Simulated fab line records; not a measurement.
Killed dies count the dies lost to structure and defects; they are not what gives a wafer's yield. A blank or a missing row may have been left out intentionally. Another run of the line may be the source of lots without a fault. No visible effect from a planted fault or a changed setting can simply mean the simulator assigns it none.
What tool caused it? || flow nand-harc || 13 lots with 39 wafers sampled at 5 steps, on a route of 1302 steps

## WHAT THE GAUGES SHOWED, per wafer
NHARC_P_STI_OVL_MEAS_10.
{"lot": "L348", "measured": "day 2 20:47", "on": "overlay-02", "overlay-x-nm (nm)": "4 5 5", "overlay-y-nm (nm)": "-3 -3 -3"}
{"lot": "L352", "measured": "day 4 12:40", "on": "overlay-01", "overlay-x-nm (nm)": "0 0 1", "overlay-y-nm (nm)": "-2 -2 -2"}
{"lot": "L359", "measured": "day 7 12:42", "on": "overlay-02", "overlay-x-nm (nm)": "-5 -6 -6", "overlay-y-nm (nm)": "7 7 7"}
{"lot": "L360", "measured": "day 7 19:31", "on": "overlay-02", "overlay-x-nm (nm)": "13 13 13", "overlay-y-nm (nm)": "-3 -3 -4"}
{"lot": "L361", "measured": "day 8 06:29", "on": "overlay-01", "overlay-x-nm (nm)": "6 6 6", "overlay-y-nm (nm)": "13 13 13"}
{"lot": "L363", "measured": "day 9 07:13", "on": "overlay-01", "overlay-x-nm (nm)": "2 2 2", "overlay-y-nm (nm)": "-8 -8 -8"}
{"lot": "L364", "measured": "day 9 10:41", "on": "overlay-01", "overlay-x-nm (nm)": "-8 -8 -7", "overlay-y-nm (nm)": "-6 -6 -6"}
{"lot": "L365", "measured": "day 9 21:04", "on": "overlay-01", "overlay-x-nm (nm)": "4 3 4", "overlay-y-nm (nm)": "-6 -5 -6"}
{"lot": "L366", "measured": "day 10 09:23", "on": "overlay-02", "overlay-x-nm (nm)": "17 17 18", "overlay-y-nm (nm)": "10 10 10"}
{"lot": "L367", "measured": "day 10 17:30", "on": "overlay-02", "overlay-x-nm (nm)": "-1 -1 -1", "overlay-y-nm (nm)": "1 1 0"}
{"lot": "L368", "measured": "day 11 04:45", "on": "overlay-02", "overlay-x-nm (nm)": "-6 -6 -6", "overlay-y-nm (nm)": "-8 -8 -9"}
{"lot": "L369", "measured": "day 11 13:32", "on": "overlay-02", "overlay-x-nm (nm)": "-3 -3 -3", "overlay-y-nm (nm)": "-3 -3 -3"}
{"lot": "L371", "measured": "day 12 08:27", "on": "overlay-01", "overlay-x-nm (nm)": "0 1 0", "overlay-y-nm (nm)": "7 7 8"}

NHARC_P_STI_OCD_MEAS_17.
{"lot": "L348", "measured": "day 2 21:28", "on": "ocd-02", "trench-depth-nm (nm)": "301 293 298", "trench-foot-cd-nm (nm)": "156.9 159.4 157.0"}
{"lot": "L352", "measured": "day 4 13:26", "on": "ocd-02", "trench-depth-nm (nm)": "302 302 299", "trench-foot-cd-nm (nm)": "158.5 156.9 158.1"}
{"lot": "L359", "measured": "day 7 13:24", "on": "ocd-01", "trench-depth-nm (nm)": "302 300 299", "trench-foot-cd-nm (nm)": "156.2 157.9 160.4"}
{"lot": "L360", "measured": "day 7 20:13", "on": "ocd-01", "trench-depth-nm (nm)": "294 306 297", "trench-foot-cd-nm (nm)": "157.1 157.5 158.3"}
{"lot": "L361", "measured": "day 8 07:11", "on": "ocd-02", "trench-depth-nm (nm)": "300 305 304", "trench-foot-cd-nm (nm)": "158.8 156.5 158.6"}
{"lot": "L363", "measured": "day 9 07:55", "on": "ocd-01", "trench-depth-nm (nm)": "298 298 300", "trench-foot-cd-nm (nm)": "160.8 156.8 156.3"}
{"lot": "L364", "measured": "day 9 11:23", "on": "ocd-01", "trench-depth-nm (nm)": "302 300 304", "trench-foot-cd-nm (nm)": "156.8 157.6 158.0"}
{"lot": "L365", "measured": "day 9 21:46", "on": "ocd-02", "trench-depth-nm (nm)": "307 302 304", "trench-foot-cd-nm (nm)": "156.6 155.0 155.6"}
{"lot": "L366", "measured": "day 10 10:05", "on": "ocd-02", "trench-depth-nm (nm)": "303 302 296", "trench-foot-cd-nm (nm)": "158.5 156.7 157.5"}
{"lot": "L367", "measured": "day 10 18:12", "on": "ocd-01", "trench-depth-nm (nm)": "302 302 302", "trench-foot-cd-nm (nm)": "156.2 156.5 155.3"}
{"lot": "L368", "measured": "day 11 05:28", "on": "ocd-01", "trench-depth-nm (nm)": "300 297 298", "trench-foot-cd-nm (nm)": "158.1 161.6 159.2"}
{"lot": "L369", "measured": "day 11 14:14", "on": "ocd-01", "trench-depth-nm (nm)": "298 305 301", "trench-foot-cd-nm (nm)": "160.2 155.1 159.6"}
{"lot": "L371", "measured": "day 12 09:09", "on": "ocd-01", "trench-depth-nm (nm)": "301 304 303", "trench-foot-cd-nm (nm)": "156.9 155.2 156.4"}

NHARC_P_GATE_CD_MEAS_11: target cd 1640 nm.
{"lot": "L348", "measured": "day 4 11:53", "on": "cd-sem-03", "cd-nm (nm)": "1640.1 1639.6 1638.9"}
{"lot": "L352", "measured": "day 6 00:40", "on": "cd-sem-01", "cd-nm (nm)": "- - -"}
{"lot": "L359", "measured": "day 9 07:53", "on": "cd-sem-01", "cd-nm (nm)": "1641.3 1640.6 1639.7"}
{"lot": "L360", "measured": "day 9 07:51", "on": "cd-sem-02", "cd-nm (nm)": "1637.4 1636.3 1638.2"}
{"lot": "L361", "measured": "day 10 07:17", "on": "cd-sem-03", "cd-nm (nm)": "1638.7 1639.7 1638.9"}
{"lot": "L363", "measured": "day 10 21:07", "on": "cd-sem-03", "cd-nm (nm)": "1641.4 1641.2 1642.3"}
{"lot": "L364", "measured": "day 10 20:58", "on": "cd-sem-03", "cd-nm (nm)": "1642.3 1641.6 1641.0"}
{"lot": "L365", "measured": "day 11 11:07", "on": "cd-sem-01", "cd-nm (nm)": "1640.2 1640.1 1641.0"}
{"lot": "L366", "measured": "day 12 00:40", "on": "cd-sem-02", "cd-nm (nm)": "1638.9 1638.2 1638.7"}
{"lot": "L367", "measured": "day 12 03:47", "on": "cd-sem-02", "cd-nm (nm)": "1640.2 1640.9 1641.2"}
{"lot": "L368", "measured": "day 12 16:35", "on": "cd-sem-02", "cd-nm (nm)": "1640.4 1639.9 1640.5"}
{"lot": "L369", "measured": "day 12 23:16", "on": "cd-sem-01", "cd-nm (nm)": "1640.8 1641.4 1637.8"}
{"lot": "L371", "measured": "day 14 00:00", "on": "cd-sem-01", "cd-nm (nm)": "1639.3 1638.0 1637.4"}

## EACH LOT AND THE TOOL THAT RAN IT (in order: tool; ch and the chambers of the sampled wafers; start)
{"lot": "L348", "NHARC_P_ZERO_WELL_DESCUM_54": "rie-diel-05 ch 0,3, day 2 02:14", "NHARC_P_GATE_EXPOSE_08": "krf-scanner-01 ch 0, day 4 11:43"}
{"lot": "L352", "NHARC_P_ZERO_WELL_DESCUM_54": "rie-diel-05 ch 1,2,3, day 3 18:02", "NHARC_P_GATE_EXPOSE_08": "krf-scanner-02 ch 0, day 6 00:31"}
{"lot": "L359", "NHARC_P_ZERO_WELL_DESCUM_54": "rie-diel-13 ch 0,1,2, day 6 15:54", "NHARC_P_GATE_EXPOSE_08": "krf-scanner-03 ch 0, day 9 07:44"}
{"lot": "L360", "NHARC_P_ZERO_WELL_DESCUM_54": "rie-diel-05 ch 1,2,3, day 7 01:59", "NHARC_P_GATE_EXPOSE_08": "krf-scanner-03 ch 0, day 9 07:41"}
{"lot": "L361", "NHARC_P_ZERO_WELL_DESCUM_54": "rie-diel-08 ch 1,2, day 7 11:49", "NHARC_P_GATE_EXPOSE_08": "krf-scanner-02 ch 0, day 10 07:08"}
{"lot": "L363", "NHARC_P_ZERO_WELL_DESCUM_54": "rie-diel-13 ch 0,2,3, day 8 07:47", "NHARC_P_GATE_EXPOSE_08": "krf-scanner-02 ch 0, day 10 20:58"}
{"lot": "L364", "NHARC_P_ZERO_WELL_DESCUM_54": "rie-diel-08 ch 0,2,3, day 8 17:56", "NHARC_P_GATE_EXPOSE_08": "krf-scanner-01 ch 0, day 10 20:49"}
{"lot": "L365", "NHARC_P_ZERO_WELL_DESCUM_54": "rie-diel-05 ch 0,1,3, day 9 04:53", "NHARC_P_GATE_EXPOSE_08": "krf-scanner-01 ch 0, day 11 10:58"}
{"lot": "L366", "NHARC_P_ZERO_WELL_DESCUM_54": "rie-diel-08 ch 2,3, day 9 16:17", "NHARC_P_GATE_EXPOSE_08": "krf-scanner-02 ch 0, day 12 00:31"}
{"lot": "L367", "NHARC_P_ZERO_WELL_DESCUM_54": "rie-diel-13 ch 0,2, day 10 00:11", "NHARC_P_GATE_EXPOSE_08": "krf-scanner-01 ch 0, day 12 03:38"}
{"lot": "L368", "NHARC_P_ZERO_WELL_DESCUM_54": "rie-diel-13 ch 0,3, day 10 09:57", "NHARC_P_GATE_EXPOSE_08": "krf-scanner-03 ch 0, day 12 16:26"}
{"lot": "L369", "NHARC_P_ZERO_WELL_DESCUM_54": "rie-diel-08 ch 0,2,3, day 10 20:20", "NHARC_P_GATE_EXPOSE_08": "krf-scanner-02 ch 0, day 12 23:07"}
{"lot": "L371", "NHARC_P_ZERO_WELL_DESCUM_54": "rie-diel-13 ch 0,1, day 11 15:49", "NHARC_P_GATE_EXPOSE_08": "krf-scanner-03 ch 0, day 13 23:51"}
- NHARC_P_ZERO_WELL_DESCUM_54: chemistry O2, time 3 s.
- NHARC_P_GATE_EXPOSE_08: exposes mask P HV.

## WHAT THE TOOLS THEMSELVES READ (means of the sampled wafers that have a number; where no wafer has one, the mark that the record gives instead)
NHARC_P_ZERO_WELL_DESCUM_54.
{"lot": "L348", "tool": "rie-diel-05", "drypump-motor-current-A (A)": 5.3, "oes-product-au (a.u.)": 1.000, "rf-vpp-V (V)": 57.8, "showerhead-plenum-p-Torr (Torr)": 1.93, "throttle-valve-pct (%)": 11.314}
{"lot": "L352", "tool": "rie-diel-05", "drypump-motor-current-A (A)": 5.2, "oes-product-au (a.u.)": 1.007, "rf-vpp-V (V)": 57.8, "showerhead-plenum-p-Torr (Torr)": 1.90, "throttle-valve-pct (%)": 11.313}
{"lot": "L359", "tool": "rie-diel-13", "drypump-motor-current-A (A)": 5.6, "oes-product-au (a.u.)": 0.997, "rf-vpp-V (V)": 57.8, "showerhead-plenum-p-Torr (Torr)": 1.95, "throttle-valve-pct (%)": 11.311}
{"lot": "L360", "tool": "rie-diel-05", "drypump-motor-current-A (A)": 5.2, "oes-product-au (a.u.)": 1.001, "rf-vpp-V (V)": 57.4, "showerhead-plenum-p-Torr (Torr)": 1.89, "throttle-valve-pct (%)": 11.309}
{"lot": "L361", "tool": "rie-diel-08", "drypump-motor-current-A (A)": 5.9, "oes-product-au (a.u.)": 1.002, "rf-vpp-V (V)": 58.0, "showerhead-plenum-p-Torr (Torr)": 1.79, "throttle-valve-pct (%)": 11.319}
{"lot": "L363", "tool": "rie-diel-13", "drypump-motor-current-A (A)": 5.6, "oes-product-au (a.u.)": 1.007, "rf-vpp-V (V)": 57.1, "showerhead-plenum-p-Torr (Torr)": 1.88, "throttle-valve-pct (%)": 11.305}
{"lot": "L364", "tool": "rie-diel-08", "drypump-motor-current-A (A)": 5.8, "oes-product-au (a.u.)": 0.997, "rf-vpp-V (V)": 58.0, "showerhead-plenum-p-Torr (Torr)": 1.90, "throttle-valve-pct (%)": 11.312}
{"lot": "L365", "tool": "rie-diel-05", "drypump-motor-current-A (A)": 5.3, "oes-product-au (a.u.)": 1.002, "rf-vpp-V (V)": 57.7, "showerhead-plenum-p-Torr (Torr)": 1.90, "throttle-valve-pct (%)": 11.308}
{"lot": "L366", "tool": "rie-diel-08", "drypump-motor-current-A (A)": 6.2, "oes-product-au (a.u.)": 0.993, "rf-vpp-V (V)": 57.6, "showerhead-plenum-p-Torr (Torr)": 1.90, "throttle-valve-pct (%)": 11.312}
{"lot": "L367", "tool": "rie-diel-13", "drypump-motor-current-A (A)": 6.0, "oes-product-au (a.u.)": 1.007, "rf-vpp-V (V)": 57.2, "showerhead-plenum-p-Torr (Torr)": 1.88, "throttle-valve-pct (%)": 11.313}
{"lot": "L368", "tool": "rie-diel-13", "drypump-motor-current-A (A)": 5.6, "oes-product-au (a.u.)": 1.003, "rf-vpp-V (V)": 57.7, "showerhead-plenum-p-Torr (Torr)": 1.86, "throttle-valve-pct (%)": 11.305}
{"lot": "L369", "tool": "rie-diel-08", "drypump-motor-current-A (A)": 5.7, "oes-product-au (a.u.)": 0.998, "rf-vpp-V (V)": 58.5, "showerhead-plenum-p-Torr (Torr)": 1.90, "throttle-valve-pct (%)": 11.306}
{"lot": "L371", "tool": "rie-diel-13", "drypump-motor-current-A (A)": 6.0, "oes-product-au (a.u.)": 1.007, "rf-vpp-V (V)": 57.9, "showerhead-plenum-p-Torr (Torr)": 1.93, "throttle-valve-pct (%)": 11.315}

## THE ANSWER, worked out from the rows above alone
Rule: usual is defined by the lots themselves. The widest of any qualifying gaps counts: lots, ordered by their means at a reading, are off when they make up no more than a third of the lots, leave a main group of 4 or more, and stand apart from it by 3 or more times the standard deviation of that group's means. The tables above print the reading to a certain number of digits; a main group whose means all agree to those digits is not used. A lot without any number at a reading at which 4 lots or more have one is off too. All remaining lots with rows at the step are treated as sound. Order of review: gauges by route order, followed by the tools' own readings, for which a lot's mean as printed above is used. At the first step where some lot is off, the reading lying furthest off is the one used; lots without a number count as furthest.
Off, at NHARC_P_GATE_CD_MEAS_11 on cd-nm: L352. Without a number there: L352. For the main group the mean is 1639.8 nm and the standard deviation 1.3.
A tool fits if, at a process step before that reading, it ran every lot that is off, and no sound lot after the first of them. The gauges at NHARC_P_GATE_CD_MEAS_11 are tried like those tools. None of those tried fits.

## WHAT THE SIMULATOR HAD INSERTED
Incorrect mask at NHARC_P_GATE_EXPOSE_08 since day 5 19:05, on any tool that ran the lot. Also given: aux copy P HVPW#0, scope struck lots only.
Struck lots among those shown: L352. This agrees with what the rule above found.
